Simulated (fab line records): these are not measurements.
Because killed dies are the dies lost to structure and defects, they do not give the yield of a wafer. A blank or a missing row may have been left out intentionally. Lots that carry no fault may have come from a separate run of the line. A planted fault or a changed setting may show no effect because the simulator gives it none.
fab line records | flow n5-finfet
[record] lots = 3 | wafers = 9 | last-day = 18
route steps=1938 shown BEOL_M6@1203 PASSIVATION@1936
lots with no fault: from the same line, run without faults
start-h: hours from the record's first day to the start of the lot's first wafer shown | wait-h: hours since the lot's step before | " same as the row above | L1.1+2: one row covering several wafers at once | - no value, or no start was given | * or withheld: withheld | < > ~ a bound
route shown NAME@n: names a module that has steps shown in the file, with the first one's number in the route | usual: mean/standard deviation taken from wafers without a fault | same: alike in all rows | chamber/n: place in a boat | sites: readings site by site | _std_site: standard deviation of those values | _edge_site: mean of outer sites minus mean of inner sites | radius-mm: how far each site lies from the wafer's centre | mask NAME#n: copy n | behind: tool/chamber where the wafer was last shaped | hold: the reason the lot was held/the length of the hold in hours/how it ended | device: which transistor (n, p or np) failed to switch | end of line: the tests these same wafers got at the end of their route | step lacking rows: just its recipe | killed: the dies lost at the first sort to structure and to defects; this is not the yield of the wafer | map: dies across one wafer; x = killed, . = not, _ = none there
set.NAME: the run value of the setting; set.NAME@STEP: its run value at that earlier step | model.NAME: the simulator's own value behind a step, which no gauge read
a table for each step, a row for each wafer; lots at some steps of the route
services: the hour from which a tool's chamber was out of use, counted from the record's first day as start-h (under 0 if before that day), plus the number of hours and why
[[steps]]
[step N5_BEOL_M6_SOFTBAKE_06]
[recipe] temp-c = 110 | time-s = 60 | resist = CAR-ArF
[step N5_BEOL_M6_EXPOSE_08]
[recipe] mask-id = M6 | na = 1.35 | source-shape = dipole | sigma-inner = 0.817 | sigma-outer = 0.97 | polarization = te | dose-mj = 68.25
[step N5_BEOL_M6_PEB_09]
[recipe] peb-temp-c = withheld | peb-time-s = 60 | resist = CAR-ArF
[step N5_BEOL_M6_DEVELOP_10]
[recipe] develop-time-s = 30 | developer = TMAH | resist = CAR-ArF | rinse-liquid = diw | dry = air-spin | dev-temp-c = 23
[step N5_BEOL_M6_DESCUM_16]
[recipe] chemistry = O2 | time-s = 7.9 | source-power-w = 50 | bias-power-w = 20 | pressure-mtorr = 20 | rf-frequency-hz = 2.712e+07 | temp-c = 40 | resist = CAR-ArF | o2-flow-sccm = 225
[step N5_BEOL_M6_ETCH_61]
[recipe] chemistry = CF4 | target = SiARC | target-depth-a = 455 | mask-material = CAR-ArF | time-s = 75.8 | ion-energy-ev = 80 | pressure-mtorr = 40 | source-w = 545 | bias-w = 36 | Ar_flow_sccm = 100 | cf4-flow-sccm = 100 | ends = cleared
[step N5_BEOL_M6_ETCH_62]
[recipe] chemistry = N2/H2 | target = SOC | target-depth-a = 1100 | overetch-a = 220 | mask-material = SiARC | temp-c = 40 | time-s = 165 | ion-energy-ev = 200 | pressure-mtorr = 30 | source-w = 840 | bias-w = 150 | n2-flow-sccm = 200 | h2-flow-sccm = 200
[step N5_BEOL_M6_STRIP_68]
[recipe] chemistry = N2/H2 | temp-c = 40 | n2-flow-sccm = 200 | h2-flow-sccm = 200 | rf-frequency-hz = 6e+07
[step N5_BEOL_M6_STRIP_67]
[recipe] chemistry = CF4 | resist = SiARC | power-w = 300 | bias-power-w = 75 | pressure-mtorr = 50 | cf4-flow-sccm = 150 | rf-frequency-hz = 6e+07
[step N5_BEOL_M6_HM_OPEN_17]
[recipe] chemistry = Cl2/BCl3 | target-depth-a = 200 | overetch-a = 60 | target = TiN | mask-material = SOC | ion-energy-ev = 150 | pressure-mtorr = 10 | icp-w = 1000 | bias-w = 126 | Cl2_flow_sccm = 53.25 | bcl3-flow-sccm = 21.75 | Ar_flow_sccm = 25
[usual] drypump-motor-current-A = 5.7/0.53 | oes-product-au = 0.70/0.094 | throttle-valve-pct = 21.98/0.2
lot.wafer | tool         | chamber | start-h | wait-h | drypump-motor-current-A | oes-product-au | rf-hours-counter-h | throttle-valve-pct
L131.1    | rie-metal-02 | 1       | 199.43  | 0.0    | 6.0                     | 0.77           | 7                  | 21.96
L131.2    | "            | 0       | "       | "      | 4.8                     | 0.66           | 42                 | 22.00
L131.5    | "            | 1       | "       | "      | 6.0                     | 0.77           | -                  | 21.96
L138.2    | rie-metal-03 | 0       | 236.24  | 0.0    | 5.5                     | 0.80           | 0                  | 21.64
L138.3    | "            | 1       | "       | "      | 6.1                     | 0.77           | -                  | 22.22
L138.4    | "            | 0       | "       | "      | 5.5                     | 0.81           | -                  | 21.61
L151.1    | rie-metal-03 | 1       | 334.78  | 0.0    | 6.1                     | 0.75           | 17                 | 22.22
L151.3    | "            | 1       | "       | "      | 6.2                     | 0.75           | -                  | 22.22
L151.6    | "            | 1       | "       | "      | 6.1                     | 0.74           | -                  | 22.20
[step N5_BEOL_M6_STRIP_19]
[recipe] chemistry = O2 | power-w = 400 | temp-c = 40 | pressure-mtorr = 30 | rf-frequency-hz = 6e+07 | bias-power-w = 0 | overash-fraction = 0.2 | o2-flow-sccm = 225
[step N5_BEOL_M6_COAT_63]
[recipe] resist = SOC | temp-c = 250 | time-s = 60 | spin-rpm = 1500 | resist-thk-nm = 60
[step N5_BEOL_M6_COAT_64]
[recipe] resist = SiARC | temp-c = 220 | time-s = 60 | spin-rpm = 1500 | resist-thk-nm = 12
[step N5_BEOL_M6_COAT_71]
[recipe] resist = underlayer | temp-c = 205 | time-s = 60 | spin-rpm = 1500 | resist-thk-nm = 5
[step N5_BEOL_M6_COAT_22]
[recipe] resist = CAR-EUV | spin-rpm = 1500 | resist-thk-nm = 30
[step N5_BEOL_M6_EBR_24]
[recipe] solvent = PGMEA | ebr-width-mm = 1.5
[step N5_BEOL_M6_SOFTBAKE_23]
[recipe] temp-c = 110 | time-s = 60 | resist = CAR-EUV
[step N5_BEOL_M6_EXPOSE_25]
[recipe] mask-id = V5 | na = 0.33 | source-shape = annular | sigma-inner = 0.4 | sigma-outer = 0.8 | polarization = unpolarized | target-cd-nm = 40 | dose-mj = 45
[step N5_BEOL_M6_PEB_26]
[recipe] peb-temp-c = 100 | peb-time-s = 60 | resist = CAR-EUV
[step N5_BEOL_M6_DEVELOP_27]
[recipe] develop-time-s = 30 | developer = TMAH | resist = CAR-EUV | rinse-liquid = surfactant-rinse | dry = air-spin | dev-temp-c = 23
[step N5_BEOL_M6_DESCUM_33]
[recipe] chemistry = O2 | time-s = 7 | source-power-w = 50 | bias-power-w = 20 | pressure-mtorr = 20 | rf-frequency-hz = 2.712e+07 | temp-c = 40 | resist = CAR-EUV | o2-flow-sccm = 225
[step N5_BEOL_M6_ETCH_72]
[recipe] chemistry = N2/H2 | target = underlayer | target-depth-a = 65 | mask-material = CAR-EUV | time-s = 5.2 | ion-energy-ev = 200 | pressure-mtorr = 30 | source-w = 840 | bias-w = 150 | n2-flow-sccm = 200 | h2-flow-sccm = 200 | ends = cleared
[step N5_BEOL_M6_ETCH_65]
[recipe] chemistry = CF4 | target = SiARC | target-depth-a = 156 | mask-material = CAR-EUV | time-s = 26 | ion-energy-ev = 80 | pressure-mtorr = 40 | source-w = 545 | bias-w = 36 | Ar_flow_sccm = 100 | cf4-flow-sccm = 100 | ends = cleared
[step N5_BEOL_M6_ETCH_66]
[recipe] chemistry = N2/H2 | target = SOC | target-depth-a = 800 | overetch-a = 160 | mask-material = SiARC | temp-c = 40 | time-s = 120 | ion-energy-ev = 200 | pressure-mtorr = 30 | source-w = 840 | bias-w = 150 | n2-flow-sccm = 200 | h2-flow-sccm = 200
[step N5_BEOL_M6_STRIP_69]
[recipe] chemistry = N2/H2 | temp-c = 40 | n2-flow-sccm = 200 | h2-flow-sccm = 200 | rf-frequency-hz = 6e+07
[step N5_BEOL_M6_STRIP_73]
[recipe] chemistry = N2/H2 | temp-c = 40 | n2-flow-sccm = 200 | h2-flow-sccm = 200 | rf-frequency-hz = 6e+07
[step N5_BEOL_M6_VIA_ETCH_34]
[recipe] chemistry = C4F6/O2 | target = SiCOH_lowk | target-depth-a = 1263 | mask-material = SOC | taper-deg = 4 | time-s = 50.9 | ion-energy-ev = 250 | pressure-mtorr = 30 | source-w = 345 | bias-w = 185 | Ar_flow_sccm = 300 | C4F6_flow_sccm = 10 | O2_flow_sccm = 10
[step N5_BEOL_M6_STRIP_76]
[recipe] chemistry = C4F6/O2 | resist = SiARC | rf-frequency-hz = 6e+07
[step N5_BEOL_M6_STRIP_36]
[recipe] chemistry = N2/H2 | power-w = 450 | temp-c = 40 | pressure-mtorr = 20 | rf-frequency-hz = 6e+07 | overash-fraction = 0.3 | bias-power-w = 7 | h2-frac = 0.5 | n2-flow-sccm = 200 | h2-flow-sccm = 200
[step N5_BEOL_M6_TRENCH_ETCH_37]
[recipe] chemistry = C4F6/O2 | target-depth-a = 944.35 | target = SiCOH_lowk | time-s = 31.5 | ion-energy-ev = 250 | pressure-mtorr = 30 | source-w = 345 | bias-w = 185 | Ar_flow_sccm = 300 | C4F6_flow_sccm = 10 | O2_flow_sccm = 10
[step N5_BEOL_M6_ETCH_41]
[recipe] chemistry = CH3F/O2 | target = SiCN | target-depth-a = 297 | taper-deg = 2 | time-s = 52 | ion-energy-ev = 120 | mask-material = TiN | pressure-mtorr = 30 | source-w = 395 | bias-w = 75 | Ar_flow_sccm = 150 | CH3F_flow_sccm = 30 | O2_flow_sccm = 20
[step N5_BEOL_M6_STRIP_80]
[recipe] chemistry = N2/H2 | time-s = 10 | power-w = 450 | temp-c = 40 | pressure-mtorr = 20 | rf-frequency-hz = 6e+07 | bias-power-w = 7 | n2-flow-sccm = 200 | h2-flow-sccm = 200
[step N5_BEOL_M6_HM_STRIP_39]
[recipe] chemistry = peroxide-tin-strip | material = TiN | target-depth-a = 250 | temp-c = 50 | time-s = 158
[step N5_BEOL_M6_SRD_40]
[recipe] time-s = 30 | temp-c = 23 | rinse-liquid = diw | dry = ipa-marangoni
[step N5_PASSIVATION_PROBE_49]
[usual] defect-limited-yield = 91.4/1.6 | killed_at_M0_to_M3 = 34/12 | killed_at_M4_up = 13/5.2 | killed-at-contacts = 11/5.5 | killed-at-front-end = 40/13 | killed-at-other = 3.4/2.7 | killed-dies = 102/19 | killed-on-rim = 13/4.3 | killed-open = 66/15 | killed-short = 33/7.9 | sort_bin_5_function = 5.1/1.1 | sort_bin_6_memory = 3.2/0.7 | sort-n-pass = 1078/19 | sort-yield-pct = 91.4/1.6
[same] gross-dies = 1180 | killed-at-back-side = 0 | sort_bin_4_leakage[%] = 0 | sort_bin_8_speed[%] = 0
lot.wafer | tool      | chamber | start-h | wait-h | defect-limited-yield[%] | killed_at_M0_to_M3 | killed_at_M4_up | killed-at-contacts | killed-at-front-end | killed-at-other | killed-dies | killed-on-rim | killed-open | killed-short | sort_bin_5_function[%] | sort_bin_6_memory[%] | sort-n-pass | sort-yield-pct[%]
L138.3    | prober-02 | -       | 321.77  | 0.1    | 86.4                    | 27                 | 74              | 20                 | 36                  | 4               | 161         | 32            | 69          | 35           | 7.5                    | 4.7                  | 1019        | 86.4
// killed by level:class
L138.3 BEOL_M6:unspecified=56 MOL_CONTACT_COAG:geometric-particle:open=17 BEOL_M0_SAQP:geometric-particle:short=10 BEOL_M0_SAQP:geometric-particle:open=10 BEOL_M4:geometric-particle:open=8 FIN_SAQP:geometric-particle:open=7 STI_FIN_REVEAL:geometric-particle:open=6 ILD0:geometric-particle:open=5
// map L138.3 (x killed, . not)
_________________.x..x.......________________
______________......x..........._____________
___________..x..x.......x..........__________
__________.................x.......x_________
________......................x......._______
_______...............x................______
______...................x......x..x...._____
_____...x.................x...x.........x____
____.............x.....x.x................___
___.............x..........x..........x....__
___................................x......x__
__....................................x....._
__.x.x..................x........x...x......_
_.......................x....................
_.x..x..x.....................x..x.x.........
_x........x.........................x........
_xx............................x...x........x
_x............................x...xx.......x.
_.....x...........................x.......x.x
_......x.......x......x.....x..........x..x.x
_.......x.......x.............x...x.xxx.xxxxx
__..x.x..x.............x.............xxxxxxx_
__....................x...x.......x.xxxxxxxx_
___......x.....x.x..x...x...........xxxxxxx__
___....x.............x.x.....xx......xxxxxx__
____....x..........xx...............xxxxxx___
_____...........x........x..xx..x.x.xxxxx____
______.x.................xx..........xxx_____
_______.x.....x..xx.............x....x.______
________............................x._______
__________.xx.x....x....x........x.._________
___________.........x..............__________
______________........x........._____________
_________________........x...________________
// map L151.3 (x killed, . not)
_________________.........x..________________
______________.....x............_____________
___________............x...........__________
__________.x.x.....x.x.............._________
________.x.x...............xx........._______
_______..xx...x.x...x.......x.x.......x______
______.x...............x...............x_____
_____.x.......................x.....x....____
____.....xxx...........................x..___
___.......x................................__
___.....x..............x...............xx..__
__....................xx..................x._
__......x...........x.x.....x..............._
_................................xx......x...
_........x.....x......................x......
_.................x.............x......xxx...
_................................x...........
_...x.....x..................................
_...................x....x...........x.......
_..x.............x.....x.....................
_.xx...x.x...........x....x.x............xx..
__.x......................x................._
__...x....x............x...........x..x....._
___.....x....x.x..................x........__
___............x..........xx.........x....x__
____...x......x.x....x.xx.................___
_____.xx......x...x.............x...xx...____
______...........x........xxx...x.x.x..x_____
_______.x..............................______
________..............xx..........x..._______
__________.x......x................._________
___________............x...........__________
______________.................._____________
_________________.......x....________________
[[services]]
tool         | chamber | start-h | hours | kind
rie-metal-02 | -       | 205.59  | 28.1  | pm
rie-metal-03 | 0       | 219.62  | -     | clean
rie-metal-03 | 0       | 219.62  | 13.4  | scheduled-down
rie-metal-03 | 0       | 219.62  | 13.4  | vent-cycle
rie-metal-03 | -       | 230.48  | 1.4   | pm
rie-metal-02 | -       | 233.69  | 2.8   | pm
rie-metal-02 | 0       | 249.11  | 16.4  | repair
rie-metal-03 | 0       | 285.62  | 1.4   | repair
rie-metal-03 | -       | 296.71  | 2.8   | pm
rie-metal-03 | 1       | 329.18  | 5.2   | repair
[[key]]
[first-sign] step = N5_PASSIVATION_PROBE_49 | reading = killed_at_M4_up | direction = up | sigmas = 12 | usual = 13 | struck = 74
[effect] step = N5_PASSIVATION_PROBE_49 | reading = defect-limited-yield | direction = down | sigmas = 3.1 | usual = 91.4 | struck = 86.4
[more-kills-born-at] N5_BEOL_M6_HM_OPEN_17@rie-metal-03 = 56
met-at N5_BEOL_M6_HM_OPEN_17
struck-wafers L138.3
[fault] kind = chamber-particle-source | tool = rie-metal-03 | chamber = 1 | onset-h = 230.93 | steps = N5_BEOL_M6_HM_OPEN_17 | rate-per-visit-cm2 = 0.49236 | end-h = 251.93
